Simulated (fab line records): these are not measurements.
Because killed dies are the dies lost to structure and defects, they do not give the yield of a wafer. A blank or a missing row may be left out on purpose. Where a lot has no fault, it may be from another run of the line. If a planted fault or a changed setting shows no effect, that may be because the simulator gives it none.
Split-lot trial | flow n5 finfet | route with 1938 steps; 7 lots, 39 wafers read

## ON THE SPLIT
At N5_MOL_CONTACT_COAG_ETCH_105 (etches SiARC in CF4, target depth 15.6 nm, time 26 s), the setting bias w was moved away from the recipe's 36 W on 18 of the 39 wafers read, by -17.1% to +12.2%. This setting was run at the recipe's value on the other wafers.

The reading comes from the split's own step.

## THE READING
rf vpp V, in V, at N5_MOL_CONTACT_COAG_ETCH_105 (etches SiARC in CF4, target depth 15.6 nm, time 26 s). A value of 184.2 V with a standard deviation of 1.1 V is what fault-free wafers of this fab line usually give.

wafer  | tool, chamber at the split | bias w as run, W | against the recipe | rf vpp V, V | against lot-mates on the recipe
L076.1 | rie diel-03, 3             | 38.21            | +6.1%              | 189.5       | +4.8
L076.2 | rie diel-03, 1             | 36               | recipe             | 183.9       | -
L076.3 | rie diel-03, 2             | 36               | recipe             | 184.4       | -
L076.4 | rie diel-03, 0             | 38.21            | +6.1%              | 193.5       | +8.8
L076.5 | rie diel-03, 0             | 36               | recipe             | 185.8       | -
L076.6 | rie diel-03, 3             | 38.21            | +6.1%              | 191.0       | +6.3
L077.1 | rie diel-04, 3             | 29.86            | -17.1%             | 164.5       | -20.0
L077.2 | rie diel-04, 1             | 36               | recipe             | 184.7       | -
L077.3 | rie diel-04, 2             | 29.86            | -17.1%             | 162.1       | -22.4
L077.4 | rie diel-04, 0             | 36               | recipe             | 183.8       | -
L077.5 | rie diel-04, 1             | 36               | recipe             | 184.9       | -
L077.6 | rie diel-04, 2             | 29.86            | -17.1%             | 162.1       | -22.4
L078.1 | rie diel-03, 0             | 36               | recipe             | 185.0       | -
L078.2 | rie diel-03, 1             | 36               | recipe             | 184.4       | -
L078.4 | rie diel-03, 1             | 36               | recipe             | 183.9       | -
L084.1 | rie diel-03, 2             | 36               | recipe             | 184.4       | -
L084.2 | rie diel-03, 3             | 36               | recipe             | 183.3       | -
L084.3 | rie diel-03, 0             | 36               | recipe             | 185.3       | -
L084.4 | rie diel-03, 1             | 40.41            | +12.2%             | 198.9       | +14.6
L084.5 | rie diel-03, 1             | 40.41            | +12.2%             | 198.0       | +13.7
L084.6 | rie diel-03, 0             | 40.41            | +12.2%             | 198.4       | +14.1
L087.1 | rie diel-04, 0             | 36               | recipe             | 184.9       | -
L087.2 | rie diel-04, 3             | 31.82            | -11.6%             | 171.5       | -12.9
L087.3 | rie diel-04, 1             | 31.82            | -11.6%             | 171.7       | -12.7
L087.4 | rie diel-04, 2             | 36               | recipe             | 183.2       | -
L087.5 | rie diel-04, 2             | 36               | recipe             | 185.0       | -
L087.6 | rie diel-04, 1             | 31.82            | -11.6%             | 170.8       | -13.6
L093.1 | rie diel-03, 1             | 39.45            | +9.6%              | 196.0       | +12.3
L093.2 | rie diel-03, 0             | 36               | recipe             | 185.2       | -
L093.3 | rie diel-03, 2             | 36               | recipe             | 183.3       | -
L093.4 | rie diel-03, 1             | 39.45            | +9.6%              | 195.4       | +11.7
L093.5 | rie diel-03, 2             | 36               | recipe             | 182.6       | -
L093.6 | rie diel-03, 0             | 39.45            | +9.6%              | 197.1       | +13.4
L096.1 | rie diel-04, 1             | 39.44            | +9.6%              | 195.0       | +11.2
L096.2 | rie diel-04, 2             | 36               | recipe             | 183.6       | -
L096.3 | rie diel-04, 3             | 39.44            | +9.6%              | 195.5       | +11.7
L096.4 | rie diel-04, 2             | 39.44            | +9.6%              | 193.4       | +9.6
L096.5 | rie diel-04, 1             | 36               | recipe             | 184.0       | -
L096.6 | rie diel-04, 3             | 36               | recipe             | 183.9       | -

FIT RESULTS
A straight line over all 39 wafers: rf vpp V changes by +1.19 V for each +1% of bias w; r = +0.99; the points scatter about the line by 1 V.
The same after taking each lot's own level away (the mean of its wafers on the recipe; 39 wafers): +1.2 V for each +1%; r = +0.99; scatter 1 V.
The reading moves by 20 V for the largest change in bias w, on that fit.
The span of the lots' own levels, 183.70 to 184.70 V, comes to 0.9 times the standard deviation stated above.
Hence the lot-to-lot level has little effect on the slope; both slopes agree.
Check: -20.7 V against its lot-mates is what the line predicts for one of the wafers moved furthest among these (-17.1%) when that wafer is left out of the fit. It came out at -20 V against them.
Tool readings at the split's step, against how far the setting was moved: rf vpp V r = +0.99.

## FURTHER SPLITS ON THESE WAFERS
These wafers also went through other splits before the reading. Each is held against what the fit with the lots' levels taken away leaves over:
other split on the same wafers       | wafers away from the commonest value | r with rf vpp V (lot level and that fit taken away)
N5_DUMMY_GATE_EXPOSE_12 dose mj      | 15                                   | -0.06
N5_DUMMY_GATE_ETCH_37 source w       | 15                                   | -0.09
N5_DUMMY_GATE_ETCH_31 target depth a | 15                                   | +0.07
N5_GATE_CUT_ETCH_56 target depth a   | 15                                   | +0.06

## THE FILE'S OWN FIT
rf vpp V changes by +1.2 V for each +1% of bias w, r = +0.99.
